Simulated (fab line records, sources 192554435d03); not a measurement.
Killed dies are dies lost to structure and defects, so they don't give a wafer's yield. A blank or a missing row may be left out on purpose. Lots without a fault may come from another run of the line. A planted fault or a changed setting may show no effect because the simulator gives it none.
Which tool did it? | flow n5_finfet | 12 lots, 36 wafers sampled, at 1 step of a route of 1938

WHAT THE GAUGES READ, wafer by wafer
N5_BEOL_M4_CD_MEAS_11: target cd 16.79 nm.
lot  | measured     | on        | cd_nm (nm)
L075 | day 7 17:20  | cd_sem-02 | 17.04 16.86 17.12
L078 | day 8 16:03  | cd_sem-03 | 16.62 16.75 16.20
L079 | day 9 01:59  | cd_sem-01 | 16.81 16.65 16.69
L081 | day 9 11:02  | cd_sem-02 | 16.70 16.76 16.92
L082 | day 9 20:26  | cd_sem-01 | 17.17 17.20 16.61
L085 | day 10 10:30 | cd_sem-02 | 16.79 16.88 16.67
L087 | day 11 01:45 | cd_sem-01 | 16.78 16.82 16.70
L089 | day 11 07:33 | cd_sem-03 | 17.04 17.18 16.63
L091 | day 11 20:34 | cd_sem-01 | 16.83 16.49 16.88
L095 | day 12 15:28 | cd_sem-01 | 17.23 16.64 16.52
L094 | day 12 21:45 | cd_sem-02 | 16.93 16.68 16.83
L097 | day 13 09:22 | cd_sem-01 | 16.46 16.72 16.87

WHICH TOOL RAN EACH LOT (tool, then ch and the chambers of the sampled wafers, then the start)
The record holds no process step before these readings.

THE ANSWER, worked out from the rows above alone
Rule: what is usual is taken from the lots themselves. Put in order of their means at a reading, lots are off if they are a third of the lots or fewer, leave a main group of 4 or more, and stand apart from it by a gap of 3 or more times the standard deviation of the main group's means; of several such gaps the widest counts. A main group whose means are all the same, to the digits that the tables above print for the reading, isn't used. A lot without any number at a reading at which 4 lots or more have one is off too. The other lots that the step has rows for count as sound.
No lot is off at any reading shown: from this, nothing can be told.

WHAT THE SIMULATOR HAD PUT IN
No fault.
